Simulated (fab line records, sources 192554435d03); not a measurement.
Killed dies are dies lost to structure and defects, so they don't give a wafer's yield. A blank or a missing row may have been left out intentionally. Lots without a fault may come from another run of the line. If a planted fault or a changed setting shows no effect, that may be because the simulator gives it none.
Matching of chambers -- flow n5_finfet -- uv_cure-02 running N5_BEOL_M10_CURE_71: 3 sister chambers
The step cures SiCOH lowk, time 240 s. 3 wafers are shown with their chamber, then 12 later ones without.

WAFERS PAIRED WITH THEIR CHAMBERS
wafer,chamber,wafer_temp_C_max
L084.5,1,387.1
L093.4,0,387.2
L091.6,2,386.3

WAFERS WHOSE CHAMBER IS MISSING
wafer,wafer_temp_C_max
L092.1,387.7
L092.2,386.6
L092.4,386.3
L095.3,387.8
L095.4,387.0
L095.6,387.0
L096.1,386.6
L096.4,386.8
L096.5,386.4
L097.1,387.0
L097.3,387.3
L097.5,387.1

WHICH CHAMBER EACH WENT THROUGH
wafer,from the rows above,in truth
L092.1,can't be placed: 0 or 1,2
L092.2,can't be placed: 2 or 1 or 0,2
L092.4,2,2
L095.3,can't be placed: 0 or 1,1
L095.4,can't be placed: 1 or 0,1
L095.6,can't be placed: 1 or 0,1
L096.1,can't be placed: 2 or 1 or 0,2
L096.4,can't be placed: 1 or 0 or 2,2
L096.5,2,2
L097.1,can't be placed: 1 or 0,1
L097.3,can't be placed: 0 or 1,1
L097.5,can't be placed: 1 or 0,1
Placed correctly: 2 of 12. Not placeable from these rows: 10 (in 9, the candidates include the true chamber). Placed wrongly: 0.
How it was worked out, from the rows above alone: a wafer's distance from a chamber is the root of the sum, over the readings, of the square of ((its reading less the chamber's mean) divided by the reading's scatter). If the next closest chamber is less than 2 further off than the closest, the wafer can't be placed; otherwise it belongs to the closest. Each chamber's mean is taken over the wafers shown for it. The scatter: with one shown wafer a chamber, the root of the mean of the squares of how far each hidden wafer lies from its nearest shown one.
